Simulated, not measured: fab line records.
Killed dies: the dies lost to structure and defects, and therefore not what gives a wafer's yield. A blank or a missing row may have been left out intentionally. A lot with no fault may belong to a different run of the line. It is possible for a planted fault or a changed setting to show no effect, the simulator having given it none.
Matching of chambers | flow n5 finfet | N5_GATE_CUT_STRIP_41 on rie diel-06 has 4 sister chambers
The step strips in CF4. 14 wafers are shown with their chamber, then 7 later ones without.

WAFERS WITH THEIR CHAMBER
wafer  | chamber | showerhead plenum p Torr (Torr) | drypump motor current A (A) | throttle valve pct (%)
L075.1 | 2       | 1.86                            | 5.6                         | 13.53
L075.2 | 1       | 1.79                            | 6.5                         | 13.72
L075.3 | 3       | 1.87                            | 5.6                         | 13.73
L075.4 | 0       | 1.74                            | 5.2                         | 13.68
L075.5 | 2       | 1.86                            | 5.6                         | 13.53
L075.6 | 1       | 1.79                            | 6.5                         | 13.72
L076.1 | 0       | 1.74                            | 5.1                         | 13.68
L076.3 | 2       | 1.86                            | 5.6                         | 13.54
L076.6 | 0       | 1.74                            | 5.1                         | 13.69
L081.1 | 1       | 1.79                            | 6.5                         | 13.76
L081.3 | 3       | 1.86                            | 5.6                         | 13.76
L081.6 | 0       | 1.74                            | 5.2                         | 13.70
L082.2 | 3       | 1.86                            | 5.6                         | 13.77
L082.4 | 2       | 1.86                            | 5.6                         | 13.56

SIGNATURES (means of the wafers above)
reading                  | chamber 0 | chamber 1 | chamber 2 | chamber 3 | scatter within a chamber
showerhead plenum p Torr | 1.7400    | 1.7900    | 1.8600    | 1.8633    | 0.00258
drypump motor current A  | 5.150     | 6.500     | 5.600     | 5.600     | 0.0316
throttle valve pct       | 13.6875   | 13.7333   | 13.5400   | 13.7533   | 0.0168
Rule: for each reading, subtract the chamber's mean from the wafer's reading, divide by that reading's scatter and square the result; add these up over the readings and take the root, which gives the wafer's distance from the chamber. If the next closest chamber is less than 2 further off than the closest, the wafer can't be placed; otherwise it belongs to the closest. The scatter: the root of (the sum of the squares of (reading less its chamber's mean) over the shown wafers, divided by (wafers less chambers)).

WAFERS WITH NO CHAMBER GIVEN
wafer  | showerhead plenum p Torr (Torr) | drypump motor current A (A) | throttle valve pct (%)
L082.5 | 1.74                            | 5.1                         | 13.71
L091.1 | 1.86                            | 5.6                         | 13.80
L091.2 | 1.79                            | 6.5                         | 13.79
L091.4 | 1.86                            | 5.7                         | 13.57
L095.1 | 1.73                            | 5.1                         | 13.75
L095.3 | 1.86                            | 5.6                         | 13.79
L095.5 | 1.73                            | 5.2                         | 13.76

WHICH CHAMBER EACH ONE RAN IN
wafer  | from the rows above | in truth
L082.5 | 0                   | 0
L091.1 | 3                   | 3
L091.2 | 1                   | 1
L091.4 | 2                   | 2
L095.1 | 0                   | 0
L095.3 | 3                   | 3
L095.5 | 0                   | 0
Correctly placed: 7 of 7. Number that these rows cannot place: 0. 0 placed wrongly.
